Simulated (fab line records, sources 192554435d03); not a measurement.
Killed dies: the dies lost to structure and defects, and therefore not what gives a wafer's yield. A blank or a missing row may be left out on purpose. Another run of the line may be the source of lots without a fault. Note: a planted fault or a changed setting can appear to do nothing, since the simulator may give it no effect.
Chamber matching -- flow n5-finfet -- 3 sister chambers for N5_HKMG_FIN_CVD_62 on thermal-cvd-si-02
The step deposits a-Si from Si2H6, target thk 3 nm, time 20.8 s. 30 wafers are shown with their chamber, then 12 later ones without.

WAFERS PAIRED WITH THEIR CHAMBERS
wafer,chamber,heater-power-w (W)
L074.1,0,1455
L074.3,1,1150
L074.5,2,1776
L076.4,0,1445
L076.5,1,1185
L076.6,2,1768
L078.4,1,1160
L078.5,0,1447
L078.6,2,1729
L080.3,1,1143
L080.4,2,1784
L080.5,1,1143
L082.1,2,1805
L082.3,0,1461
L082.6,0,1503
L084.1,1,1170
L084.2,2,1726
L084.3,0,1462
L084.4,1,1180
L084.5,0,1451
L084.6,2,1760
L086.3,1,1176
L086.5,0,1534
L086.6,1,1174
L088.2,0,1470
L088.5,0,1482
L088.6,2,1774
L090.3,0,1453
L090.5,2,1746
L090.6,0,1493

SIGNATURES, as means of the wafers listed above
reading,chamber 0,chamber 1,chamber 2,scatter within a chamber
heater-power-w,1471.33,1164.56,1763.11,23.9
Rule: for a wafer and a chamber, the distance is found by dividing, reading by reading, the gap between the wafer's reading and the chamber's mean by the reading's scatter, squaring, summing and taking the root. The wafer belongs to the nearest chamber; if the next one is less than 2 further off, it can't be placed. The scatter: take each reading less its chamber's mean, square it, sum over the shown wafers, divide by the number of wafers less the number of chambers, and take the root.

WAFERS WHOSE CHAMBER IS MISSING
wafer,heater-power-w (W)
L092.1,1725
L092.2,1477
L092.3,1156
L092.4,1798
L092.5,1475
L092.6,1149
L094.1,1487
L094.5,1777
L094.6,1441
L096.3,1474
L096.4,1751
L096.6,1159

CHAMBER TAKEN BY EACH
wafer,from the rows above,in truth
L092.1,2,2
L092.2,0,0
L092.3,1,1
L092.4,2,2
L092.5,0,0
L092.6,1,1
L094.1,0,0
L094.5,2,2
L094.6,0,0
L096.3,0,0
L096.4,2,2
L096.6,1,1
Placed correctly: 12 of 12. Not placeable from these rows: 0. 0 placed wrongly.
